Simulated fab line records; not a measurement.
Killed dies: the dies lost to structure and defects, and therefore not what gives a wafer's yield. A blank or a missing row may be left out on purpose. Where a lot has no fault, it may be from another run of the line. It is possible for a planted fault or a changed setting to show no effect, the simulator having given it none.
fab line records	flow nandHarc
record: lots: 24	wafers: 72	lastDay: 25
route steps=1159 shown P_ZERO_WELL@44 P_GATE@144 P_CONTACT@219 P_M1@305
lots that met no fault: from a run of the same line without faults
startH: hours from the record's opening day to when the first of the lot's shown wafers began	waitH: hours since the lot's step before	" identical to the entry in the row above	L1.1+2: one row covering several wafers at once	- no value present, or no start provided	* or withheld: withheld	< > ~ a bound
route shown NAME@n: names a module that has steps shown in the file, with the first one's number in the route	usual: the fault-free wafers' mean and standard deviation	same: alike in all rows	chamber/n: place in a boat	sites: readings site by site	_std_site: how widely they spread, as a standard deviation	_edge_site: inner sites' mean taken away from outer sites' mean	radiusMm: how far each site lies from the wafer's centre	mask NAME#n: copy n	behind: the most recent tool/chamber to have shaped the wafer	hold: why the lot was held/for how many hours/how that ended	device: whichever transistor did not switch (one of n, p or np)	end of line: the route-end tests of the same wafers	a step with no rows: only its recipe	killed: the dies lost at the first sort to structure and to defects; this is not the yield of the wafer	map: dies across one wafer; x = killed, . = not, _ = none there
set.NAME: setting as actually run; set.NAME@STEP: the setting as run at that earlier step	model.NAME: the simulator's own value behind a step, which no gauge read
route steps across a sampled set of lots; one table per step, one row per wafer
services: a tool's chamber out of use, with start hour (startH, from the record's first day; less than 0 if before it), hours out, and reason
== steps ==
step: NHARC_P_ZERO_WELL_CD_MEAS_37
recipe: targetCdNm: 720	landingEnergyEv: 500
usual: cdNm: 719.9/2.1
same: landingEnergyEv: 500
lot.wafer	tool	chamber	startH	waitH	cdNm
L074.1	cdSem-02	0	16.02	-	720.2
L074.4	"	0	"	"	715.8
L074.5	"	0	"	"	720.3
L075.1	cdSem-03	0	22.34	-	720.9
L075.3	"	0	"	"	719.0
L075.6	"	0	"	"	722.0
L076.2	cdSem-02	0	28.03	-	719.9
L076.4	"	0	"	"	717.9
L076.6	"	0	"	"	719.6
L077.2	cdSem-01	0	34.12	-	719.6
L077.4	"	0	"	"	720.7
L077.5	"	0	"	"	721.7
L078.1	cdSem-02	0	39.85	-	718.7
L078.3	"	0	"	"	721.7
L078.4	"	0	"	"	720.5
L079.2	cdSem-03	0	46.24	-	715.2
L079.3	"	0	"	"	717.3
L079.6	"	0	"	"	716.9
L080.2	cdSem-03	0	52.10	-	718.9
L080.5	"	0	"	"	718.5
L080.6	"	0	"	"	721.3
L081.1	cdSem-01	0	58.23	-	719.3
L081.4	"	0	"	"	718.9
L081.6	"	0	"	"	719.7
L082.2	cdSem-01	0	64.26	-	722.2
L082.3	"	0	"	"	719.6
L082.5	"	0	"	"	720.5
L083.1	cdSem-02	0	70.68	-	720.9
L083.2	"	0	"	"	720.3
L083.3	"	0	"	"	720.0
L084.1	cdSem-02	0	76.12	-	718.6
L084.2	"	0	"	"	720.3
L084.6	"	0	"	"	718.7
L085.1	cdSem-03	0	81.97	-	716.0
L085.3	"	0	"	"	720.3
L085.6	"	0	"	"	719.5
L086.1	cdSem-01	0	88.14	-	716.7
L086.4	"	0	"	"	717.9
L086.6	"	0	"	"	719.1
L087.3	cdSem-02	0	94.31	-	723.4
L087.4	"	0	"	"	721.9
L087.5	"	0	"	"	722.1
L088.1	cdSem-01	0	100.45	-	715.6
L088.3	"	0	"	"	719.2
L088.6	"	0	"	"	719.7
L089.3	cdSem-03	0	106.13	-	720.7
L089.5	"	0	"	"	721.0
L089.6	"	0	"	"	720.1
L090.1	cdSem-03	0	112.15	-	714.6
L090.3	"	0	"	"	716.8
L090.6	"	0	"	"	715.6
L091.1	cdSem-01	0	117.97	-	721.6
L091.3	"	0	"	"	721.0
L091.4	"	0	"	"	722.3
L092.1	cdSem-01	0	123.97	-	721.9
L092.3	"	0	"	"	721.4
L092.6	"	0	"	"	721.4
L093.2	cdSem-01	0	130.23	-	720.6
L093.4	"	0	"	"	719.7
L093.5	"	0	"	"	722.3
L094.1	cdSem-02	0	136.10	-	714.3
L094.3	"	0	"	"	719.8
L094.5	"	0	"	"	717.4
L095.1	cdSem-03	0	142.24	-	722.2
L095.2	"	0	"	"	720.9
L095.3	"	0	"	"	720.9
L096.1	cdSem-01	0	148.18	-	718.7
L096.5	"	0	"	"	718.7
L096.6	"	0	"	"	719.8
L097.2	cdSem-02	0	154.23	-	721.7
L097.3	"	0	"	"	719.8
L097.5	"	0	"	"	721.7
step: NHARC_P_GATE_DESCUM_31
recipe: timeS: 3	o2FlowSccm: 200	arFlowSccm: 0	biasPowerW: 0	chemistry: O2
usual: drypumpMotorCurrentA: 5.8/0.43	oesProductAu: 0.996/0.011	rfVppV: 57.9/0.87	showerheadPlenumPTorr: 1.96/0.094	throttleValvePct: 11.312/0.0089
lot.wafer	tool	chamber	startH	waitH	drypumpMotorCurrentA	oesProductAu	rfHoursCounterH	rfVppV	showerheadPlenumPTorr	throttleValvePct
L074.4	rieDiel-02	3	89.32	0.1	5.9	1.000	35	56.5	1.79	11.297
L074.1	"	1	"	"	6.7	0.994	33	58.2	2.02	11.309
L074.5	"	3	"	"	5.9	0.988	-	57.1	1.79	11.316
L075.3	rieDiel-09	0	89.49	0.1	5.5	1.003	0	57.5	1.88	11.312
L075.1	"	1	"	"	6.2	1.009	0	57.5	2.03	11.317
L075.6	"	3	"	"	5.1	1.010	-	58.6	2.00	11.301
L076.4	rieDiel-07	3	106.08	0.1	5.4	0.989	15	58.1	2.03	11.301
L076.2	"	2	"	"	6.0	1.012	20	58.1	2.07	11.314
L076.6	"	0	"	"	6.3	0.992	-	57.9	2.02	11.314
L077.2	rieDiel-09	0	106.23	0.1	5.5	1.008	1	56.5	1.88	11.313
L077.4	"	2	"	"	5.9	1.004	3	59.2	2.06	11.306
L077.5	"	1	"	"	6.2	1.018	-	57.4	2.03	11.308
L078.1	rieDiel-09	2	109.39	0.1	5.8	1.003	3	57.0	2.06	11.317
L078.4	"	3	"	"	5.2	0.985	3	58.3	2.00	11.308
L078.3	"	0	"	"	5.5	0.994	1	57.6	1.88	11.305
L080.2	rieDiel-09	3	117.19	0.1	5.2	0.993	3	59.4	2.00	11.314
L080.6	"	3	"	"	5.2	0.984	-	55.7	2.00	11.314
L080.5	"	0	"	"	5.5	1.002	-	58.9	1.88	11.309
L079.3	rieDiel-09	3	117.97	0.1	5.1	0.989	4	59.1	2.00	11.301
L079.2	"	1	"	"	6.2	1.004	4	58.2	2.03	11.310
L079.6	"	3	"	"	5.1	0.998	-	57.9	2.00	11.307
L081.1	rieDiel-09	1	134.15	0.1	6.2	1.005	7	58.3	2.03	11.315
L081.4	"	2	"	"	5.8	0.998	6	58.1	2.06	11.326
L081.6	"	1	"	"	6.2	1.006	-	57.6	2.03	11.309
L082.2	rieDiel-07	1	142.23	0.1	5.5	1.009	33	58.0	1.91	11.329
L082.3	"	2	"	"	6.0	1.009	34	58.4	2.06	11.306
L082.5	"	1	"	"	5.4	1.003	-	56.2	1.91	11.308
L083.3	rieDiel-02	1	148.23	0.1	6.7	1.002	53	58.3	2.01	11.324
L083.2	"	3	"	"	5.9	0.993	51	56.9	1.78	11.300
L083.1	"	0	"	"	5.7	0.985	54	57.1	1.78	11.322
L084.1	rieDiel-07	1	153.32	0.1	5.4	1.008	37	58.6	1.91	11.324
L084.2	"	3	"	"	5.4	0.997	35	58.1	2.02	11.295
L084.6	"	1	"	"	5.5	1.001	-	58.3	1.91	11.316
L085.3	rieDiel-09	1	153.69	0.1	6.2	1.014	10	58.2	2.03	11.307
L085.1	"	3	"	"	5.1	1.003	9	58.8	2.00	11.305
L085.6	"	0	"	"	5.5	1.000	-	57.4	1.88	11.314
L089.3	rieDiel-09	0	168.58	0.1	5.5	0.990	10	57.4	1.88	11.306
L089.5	"	0	"	"	5.5	0.983	-	58.2	1.88	11.305
L089.6	"	1	"	"	6.2	0.998	-	58.9	2.03	11.302
L086.4	rieDiel-07	0	168.73	0.1	6.3	0.987	44	59.0	2.02	11.314
L086.1	"	3	"	"	5.5	0.996	42	58.0	2.02	11.323
L086.6	"	0	"	"	6.3	0.977	-	58.3	2.02	11.305
L087.3	rieDiel-02	3	168.78	0.1	5.8	0.987	3	57.0	1.78	11.307
L087.4	"	0	"	"	5.7	0.988	3	58.2	1.78	11.320
L087.5	"	1	"	"	6.7	1.005	-	57.9	2.01	11.312
L088.1	rieDiel-09	3	169.00	0.1	5.2	0.990	11	59.3	2.00	11.312
L088.3	"	1	"	"	6.2	1.009	13	58.2	2.03	11.317
L088.6	"	2	"	"	5.9	1.001	-	57.2	2.05	11.309
L090.3	rieDiel-02	2	185.73	0.2	6.3	0.988	8	57.4	1.97	11.318
L090.1	"	0	"	"	5.7	0.983	10	56.5	1.78	11.298
L090.6	"	0	"	"	5.7	0.992	-	56.2	1.78	11.314
L091.3	rieDiel-02	3	185.80	0.1	5.8	0.995	10	56.5	1.78	11.308
L091.1	"	2	"	"	6.3	0.982	8	57.4	1.97	11.333
L091.4	"	3	"	"	5.8	0.988	-	55.5	1.78	11.318
L092.3	rieDiel-02	1	201.37	0.1	6.7	0.998	11	57.6	2.01	11.307
L092.1	"	3	"	"	5.9	0.981	16	57.1	1.78	11.316
L092.6	"	1	"	"	6.7	0.995	-	58.7	2.01	11.303
L093.4	rieDiel-09	3	210.83	0.1	5.1	0.991	18	59.1	1.99	11.317
L093.2	"	2	"	"	5.9	1.002	18	57.8	2.05	11.314
L093.5	"	3	"	"	5.1	0.992	-	58.0	2.00	11.309
L094.3	rieDiel-07	2	211.47	0.1	6.0	1.011	60	58.5	2.06	11.323
L094.1	"	3	"	"	5.5	0.977	57	58.3	2.01	11.300
L094.5	"	0	"	"	6.3	0.979	-	57.2	2.01	11.302
L095.2	rieDiel-02	0	217.42	0.1	5.7	0.980	21	57.5	1.77	11.322
L095.1	"	1	"	"	6.7	0.995	17	59.2	2.01	11.316
L095.3	"	2	"	"	6.3	0.988	22	57.7	1.97	11.306
L096.1	rieDiel-09	2	217.58	0.1	5.9	1.006	19	58.6	2.05	11.305
L096.5	"	0	"	"	5.5	0.999	-	58.4	1.88	11.305
L096.6	"	1	"	"	6.2	1.001	-	58.8	2.02	11.313
L097.3	rieDiel-09	3	227.70	0.1	5.2	0.980	21	57.3	1.99	11.317
L097.2	"	0	"	"	5.5	0.999	20	57.6	1.87	11.338
L097.5	"	3	"	"	5.2	0.992	-	58.1	1.99	11.306
step: NHARC_P_GATE_ALD_36
recipe: targetThkA: 200	pulseTimeS: 60	aldCycles: 223	tempC: 400	material: SiNx
usual: heaterPowerW: 857/76	precursorPulseHeightRel: 1.001/0.018	susceptorTempC: 400.00/0.23
lot.wafer	tool	chamber	startH	waitH	heaterPowerW	precursorPulseHeightRel	susceptorTempC
L074.1	aldSin-03	1	90.62	-	961	1.000	399.91
L074.4	"	0	93.76	-	931	1.005	400.05
L074.5	"	2	95.85	-	925	0.984	400.00
L075.3	aldSin-04	2	91.80	-	816	1.002	400.36
L075.1	"	0	93.92	-	679	1.013	400.08
L075.6	"	2	96.03	-	804	1.039	400.21
L077.2	aldSin-03	0	107.51	-	934	1.010	400.14
L077.4	"	2	109.60	-	911	1.013	399.70
L077.5	"	0	111.70	-	964	0.979	400.38
L076.2	aldSin-04	2	108.77	-	822	1.017	400.20
L076.4	"	0	110.90	-	687	1.024	400.05
L076.6	"	1	111.97	-	850	0.995	399.98
L078.1	aldSin-02	3	110.64	-	805	1.018	400.05
L078.4	"	0	111.70	-	900	0.975	400.02
L078.3	"	2	113.83	-	799	1.027	399.98
L079.2	aldSin-02	1	120.57	-	951	1.030	399.71
L079.3	"	2	121.62	-	806	0.982	400.11
L079.6	"	1	124.77	-	941	1.004	399.85
L080.2	aldSin-04	3	122.37	-	744	0.990	400.04
L080.5	"	0	123.43	-	681	0.996	399.84
L080.6	"	1	124.49	-	859	1.009	399.94
L081.4	aldSin-03	2	136.04	-	883	1.003	399.92
L081.1	"	3	137.11	-	871	1.023	399.79
L081.6	"	2	140.31	-	884	1.007	399.90
L082.2	aldSin-04	2	144.55	-	816	1.009	400.36
L082.3	"	0	146.67	-	665	1.001	399.89
L082.5	"	1	147.73	-	878	0.986	399.65
L083.1	aldSin-02	0	149.54	-	931	0.995	399.87
L083.2	"	2	151.65	-	812	1.034	399.95
L083.3	"	3	152.70	-	799	1.004	399.97
L084.1	aldSin-03	2	154.90	-	888	0.973	400.23
L084.2	"	1	158.05	-	968	0.982	399.69
L084.6	"	2	159.09	-	918	1.003	399.86
L085.3	aldSin-04	0	155.30	-	667	1.009	400.12
L085.1	"	1	156.35	-	863	0.991	400.35
L085.6	"	1	160.56	-	862	0.998	400.28
L086.4	aldSin-03	0	170.05	-	871	1.011	400.24
L086.1	"	1	171.10	-	945	1.034	399.94
L086.6	"	0	174.25	-	915	1.015	400.01
L087.4	aldSin-04	1	170.09	-	867	0.967	400.05
L087.3	"	2	171.15	-	811	1.011	399.62
L087.5	"	1	174.34	-	886	1.014	400.69
L089.3	aldSin-02	0	172.75	-	914	1.014	399.92
L089.6	"	2	174.16	-	803	1.002	400.07
L089.5	"	3	175.57	-	808	0.984	400.03
L088.3	aldSin-03	3	177.75	-	867	0.994	399.87
L088.1	"	0	179.16	-	908	1.015	400.17
L088.6	"	2	180.56	-	875	0.986	399.98
L090.3	aldSin-02	1	187.12	-	956	1.022	400.22
L090.1	"	3	189.23	-	814	0.971	399.90
L090.6	"	2	192.40	-	835	1.008	400.15
L091.4	aldSin-03	2	188.29	-	871	0.981	399.41
L091.3	"	3	189.33	-	885	1.032	399.76
L091.1	"	0	190.38	-	934	1.004	400.49
L092.3	aldSin-04	1	203.91	-	821	0.988	400.24
L092.1	"	3	206.02	-	766	1.015	400.11
L092.6	"	1	208.13	-	825	1.001	400.07
L094.1	aldSin-03	2	212.84	-	895	0.979	400.06
L094.3	"	3	213.89	-	845	0.987	400.05
L094.5	"	3	218.10	-	870	1.005	399.57
L093.4	aldSin-02	0	214.55	-	908	1.003	399.98
L093.2	"	1	215.61	-	919	1.011	399.72
L093.5	"	3	217.74	-	809	0.989	399.94
L095.1	aldSin-04	0	218.67	-	685	1.018	399.72
L095.3	"	2	220.77	-	882	1.034	399.87
L095.2	"	3	221.82	-	792	1.008	400.14
L096.1	aldSin-02	0	219.88	-	891	0.982	400.12
L096.5	"	3	223.08	-	810	0.986	400.25
L096.6	"	0	224.14	-	936	0.995	399.77
L097.3	aldSin-03	1	228.96	-	942	1.023	400.46
L097.2	"	2	230.01	-	900	0.997	399.86
L097.5	"	2	234.18	-	914	1.012	399.86
step: NHARC_P_GATE_INSPECT_68
usual: rawDefectCount: 218/100
lot.wafer	tool	chamber	startH	waitH	rawDefectCount
L074.1	defectInspect-02	-	107.99	0.2	590
L074.4	"	-	"	"	590
L074.5	"	-	"	"	762
L075.1	defectInspect-01	-	108.76	0.2	200
L075.3	"	-	"	"	154
L075.6	"	-	"	"	336
L077.2	defectInspect-02	-	124.53	0.1	266
L077.4	"	-	"	"	173
L077.5	"	-	"	"	233
L076.2	defectInspect-01	-	124.98	0.1	143
L076.4	"	-	"	"	205
L076.6	"	-	"	"	170
L078.1	defectInspect-02	-	127.64	0.2	170
L078.3	"	-	"	"	116
L078.4	"	-	"	"	102
L080.2	defectInspect-01	-	136.24	0.1	190
L080.5	"	-	"	"	311
L080.6	"	-	"	"	258
L079.2	defectInspect-01	-	136.60	0.1	160
L079.3	"	-	"	"	221
L079.6	"	-	"	"	252
L081.1	defectInspect-02	-	153.49	0.2	275
L081.4	"	-	"	"	152
L081.6	"	-	"	"	122
L082.2	defectInspect-02	-	160.93	0.1	136
L082.3	"	-	"	"	234
L082.5	"	-	"	"	321
L083.1	defectInspect-02	-	167.11	0.2	109
L083.2	"	-	"	"	213
L083.3	"	-	"	"	166
L084.1	defectInspect-02	-	171.69	0.2	139
L084.2	"	-	"	"	189
L084.6	"	-	"	"	199
L085.1	defectInspect-02	-	172.47	0.2	279
L085.3	"	-	"	"	251
L085.6	"	-	"	"	191
L086.1	defectInspect-01	-	187.49	0.2	119
L086.4	"	-	"	"	280
L086.6	"	-	"	"	224
L087.3	defectInspect-02	-	188.27	0.1	195
L087.4	"	-	"	"	217
L087.5	"	-	"	"	209
L089.3	defectInspect-02	-	191.19	0.1	313
L089.5	"	-	"	"	280
L089.6	"	-	"	"	240
L088.1	defectInspect-02	-	195.74	0.2	181
L088.3	"	-	"	"	165
L088.6	"	-	"	"	202
L090.1	defectInspect-02	-	204.34	0.2	79
L090.3	"	-	"	"	155
L090.6	"	-	"	"	180
L091.1	defectInspect-02	-	204.44	0.2	111
L091.3	"	-	"	"	174
L091.4	"	-	"	"	166
L092.1	defectInspect-01	-	220.05	0.2	130
L092.3	"	-	"	"	180
L092.6	"	-	"	"	92
L093.2	defectInspect-01	-	230.14	0.1	220
L093.4	"	-	"	"	188
L093.5	"	-	"	"	252
L094.1	defectInspect-01	-	230.16	0.2	231
L094.3	"	-	"	"	92
L094.5	"	-	"	"	269
L095.1	defectInspect-01	-	235.54	0.2	441
L095.2	"	-	"	"	199
L095.3	"	-	"	"	359
L096.1	defectInspect-01	-	236.51	0.2	126
L096.5	"	-	"	"	260
L096.6	"	-	"	"	154
L097.2	defectInspect-01	-	246.16	0.1	220
L097.3	"	-	"	"	205
L097.5	"	-	"	"	201
step: NHARC_P_CONTACT_CMP_01
recipe: targetThkNm: 200	material: SiO2
usual: motorCurrentA: 12.1/1.3	slurryFilterDpKPa: 13.52/0.15	slurryFlowMlMin: 150.0/0.47
lot.wafer	tool	chamber	startH	waitH	motorCurrentA	slurryFilterDpKPa	slurryFlowMlMin
L074.1	cmp-01	1	108.79	-	11.7	13.55	149.8
L074.4	"	3	"	"	10.0	13.34	150.2
L074.5	"	0	"	"	12.6	13.36	150.6
L075.1	cmp-01	0	109.59	-	12.9	13.38	150.0
L075.3	"	1	"	"	11.0	13.65	150.5
L075.6	"	0	"	"	11.9	13.72	150.7
L077.4	cmp-01	0	125.33	-	13.0	13.52	149.6
L077.2	"	1	"	"	11.3	13.64	150.1
L077.5	"	0	"	"	12.6	13.56	149.6
L076.2	cmp-04	0	125.80	-	10.3	13.71	149.7
L076.4	"	3	"	"	14.1	13.68	150.2
L076.6	"	1	"	"	10.8	13.79	150.6
L078.4	cmp-04	2	128.45	-	13.2	13.45	150.5
L078.3	"	3	"	"	13.5	13.45	150.4
L078.1	"	0	"	"	10.5	13.77	150.9
L080.2	cmp-01	1	137.07	-	11.4	13.72	149.8
L080.5	"	3	"	"	10.3	13.58	150.9
L080.6	"	0	"	"	12.5	13.49	150.1
L079.2	cmp-03	0	137.41	-	13.9	13.34	149.9
L079.3	"	2	"	"	13.4	13.54	150.2
L079.6	"	3	"	"	11.2	13.40	150.5
L081.4	cmp-04	1	154.30	-	10.9	13.35	150.3
L081.1	"	3	"	"	13.6	13.45	149.6
L081.6	"	1	"	"	11.3	13.65	149.9
L082.2	cmp-01	3	161.76	-	10.2	13.44	150.2
L082.3	"	0	"	"	12.3	13.53	150.3
L082.5	"	1	"	"	12.3	13.56	149.5
L083.2	cmp-04	3	167.93	-	13.9	13.55	150.4
L083.3	"	0	"	"	10.2	13.29	149.0
L083.1	"	2	"	"	13.3	13.46	149.2
L084.1	cmp-01	1	172.50	-	12.1	13.52	149.4
L084.2	"	2	"	"	11.9	13.77	150.1
L084.6	"	0	"	"	12.2	13.57	149.9
L085.1	cmp-04	2	173.25	-	12.7	13.64	149.3
L085.3	"	3	"	"	13.4	13.44	150.2
L085.6	"	3	"	"	13.7	13.62	149.6
L086.4	cmp-04	0	188.26	-	10.8	13.24	148.8
L086.1	"	2	"	"	13.1	13.66	149.9
L086.6	"	0	"	"	10.6	13.34	149.6
L087.4	cmp-03	1	189.06	-	14.2	13.72	150.7
L087.3	"	2	"	"	14.4	13.18	149.8
L087.5	"	2	"	"	13.8	13.60	149.8
L089.3	cmp-04	0	192.05	-	10.4	13.57	150.1
L089.6	"	1	"	"	11.1	13.16	149.8
L089.5	"	2	"	"	14.2	13.38	149.9
L088.1	cmp-03	3	196.57	-	11.3	13.55	150.0
L088.3	"	0	"	"	14.7	13.57	149.8
L088.6	"	1	"	"	13.4	13.76	150.3
L090.3	cmp-01	0	205.15	-	12.0	13.73	150.0
L090.1	"	2	"	"	12.5	13.45	150.0
L090.6	"	3	"	"	10.5	13.72	150.8
L091.1	cmp-01	0	205.44	-	12.4	13.53	149.8
L091.3	"	1	"	"	12.1	13.45	150.1
L091.4	"	2	"	"	12.3	13.82	149.0
L092.1	cmp-01	3	220.84	-	10.5	13.37	149.8
L092.3	"	2	"	"	12.6	13.36	149.4
L092.6	"	3	"	"	10.5	13.51	149.7
L093.4	cmp-01	2	230.94	-	12.4	13.60	150.5
L093.2	"	3	"	"	10.4	13.74	149.5
L093.5	"	1	"	"	11.1	13.39	149.8
L094.1	cmp-03	0	230.97	-	14.6	13.68	149.8
L094.3	"	1	"	"	13.0	13.65	150.0
L094.5	"	3	"	"	11.6	13.18	149.2
L095.3	cmp-01	3	236.32	-	10.1	13.29	150.0
L095.1	"	0	"	"	11.8	13.49	150.3
L095.2	"	1	"	"	11.1	13.54	150.1
L096.1	cmp-04	0	237.40	-	10.5	13.63	150.1
L096.5	"	2	"	"	12.9	13.38	149.4
L096.6	"	3	"	"	13.5	13.42	150.1
L097.2	cmp-03	3	246.97	-	10.8	13.19	150.3
L097.3	"	0	"	"	14.9	13.66	149.7
L097.5	"	2	"	"	14.3	13.58	150.7
step: NHARC_P_M1_DEGAS_29
recipe: tempC: 250	timeS: 60
usual: heaterPowerW: 340/34	susceptorTempC: 250.02/0.16
lot.wafer	tool	chamber	startH	waitH	heaterPowerW	susceptorTempC
L074.4	pvdSputter-03	-	119.91	-	318	249.69
L074.1	"	-	"	"	342	249.87
L074.5	"	-	"	"	344	250.24
L075.3	pvdSputter-01	-	120.31	-	314	250.02
L075.1	"	-	"	"	377	249.87
L075.6	"	-	"	"	310	250.22
L077.2	pvdSputter-03	-	136.67	-	402	-
L077.4	"	-	"	"	311	-
L077.5	"	-	"	"	324	-
L076.2	pvdSputter-02	-	137.08	-	343	250.03
L076.4	"	-	"	"	309	249.83
L076.6	"	-	"	"	342	249.81
L078.1	pvdSputter-03	-	138.82	-	310	250.15
L078.4	"	-	"	"	339	249.80
L078.3	"	-	"	"	401	249.99
L079.2	pvdSputter-01	-	150.12	-	390	-
L079.3	"	-	"	"	306	-
L079.6	"	-	"	"	382	-
L080.2	pvdSputter-02	-	150.51	-	321	250.37
L080.6	"	-	"	"	322	249.88
L080.5	"	-	"	"	314	250.28
L081.1	pvdSputter-02	-	164.69	-	320	249.77
L081.4	"	-	"	"	305	249.84
L081.6	"	-	"	"	316	250.00
L082.2	pvdSputter-03	-	173.77	-	309	-
L082.3	"	-	"	"	339	-
L082.5	"	-	"	"	316	-
L083.1	pvdSputter-03	-	178.64	-	318	250.04
L083.3	"	-	"	"	337	250.10
L083.2	"	-	"	"	409	249.90
L084.2	pvdSputter-02	-	185.52	-	314	249.72
L084.1	"	-	"	"	342	250.19
L084.6	"	-	"	"	324	250.01
L085.1	pvdSputter-03	-	187.08	-	320	249.90
L085.3	"	-	"	"	317	249.92
L085.6	"	-	"	"	398	250.18
L086.4	pvdSputter-01	-	205.48	-	363	250.18
L086.1	"	-	"	"	321	250.24
L086.6	"	-	"	"	377	250.30
L087.4	pvdSputter-01	-	206.14	-	398	250.26
L087.3	"	-	"	"	319	250.13
L087.5	"	-	"	"	388	249.86
L089.3	pvdSputter-01	-	207.70	-	295	250.03
L089.5	"	-	"	"	314	250.09
L089.6	"	-	"	"	403	249.81
L088.3	pvdSputter-03	-	212.97	-	397	250.03
L088.1	"	-	"	"	315	250.13
L088.6	"	-	"	"	337	250.12
L090.3	pvdSputter-03	-	221.67	-	329	250.14
L090.1	"	-	"	"	315	250.00
L090.6	"	-	"	"	324	249.73
L091.3	pvdSputter-03	-	222.45	-	335	250.17
L091.1	"	-	"	"	407	250.13
L091.4	"	-	"	"	316	250.03
L092.1	pvdSputter-03	-	233.59	-	339	249.92
L092.3	"	-	"	"	398	250.01
L092.6	"	-	"	"	337	250.14
L093.2	pvdSputter-02	-	243.11	-	335	250.11
L093.4	"	-	"	"	322	250.06
L093.5	"	-	"	"	323	250.20
L094.1	pvdSputter-01	-	243.39	-	374	250.00
L094.3	"	-	"	"	292	250.19
L094.5	"	-	"	"	292	250.01
L095.1	pvdSputter-03	-	246.85	-	334	249.89
L095.2	"	-	"	"	403	249.87
L095.3	"	-	"	"	326	250.06
L096.1	pvdSputter-03	-	247.99	-	307	250.09
L096.5	"	-	"	"	313	249.89
L096.6	"	-	"	"	337	250.02
L097.3	pvdSputter-03	-	257.78	-	394	250.16
L097.2	"	-	"	"	316	249.97
L097.5	"	-	"	"	329	249.90
== services ==
tool	chamber	startH	hours	kind
aldSin-02	-	72.54	1.1	repair
cmp-01	-	73.62	0.4	repair
rieDiel-09	-	77.10	9.0	pm
aldSin-03	-	77.35	0.8	repair
cmp-01	-	79.52	0.6	repair
cmp-01	-	81.50	4.0	pm
cmp-01	-	87.00	0.5	repair
rieDiel-09	0	91.79	5.9	repair
aldSin-04	0	100.32	1.3	repair
cmp-04	-	106.22	4.0	pm
pvdSputter-03	-	106.96	10.0	pm
rieDiel-02	3	112.53	7.5	repair
aldSin-03	0	115.72	4.5	repair
cmp-01	-	119.63	1.4	repair
rieDiel-09	2	127.21	3.8	repair
cmp-01	-	157.01	2.3	repair
cmp-01	-	179.50	4.0	pm
cmp-01	-	183.73	2.0	repair
aldSin-04	-	186.00	10.0	pm
rieDiel-09	-	194.31	1.1	repair
rieDiel-09	-	196.40	1.0	repair
cmp-04	-	204.22	4.0	pm
aldSin-03	-	210.84	1.6	repair
rieDiel-09	-	254.10	9.0	pm
== key ==
fault none
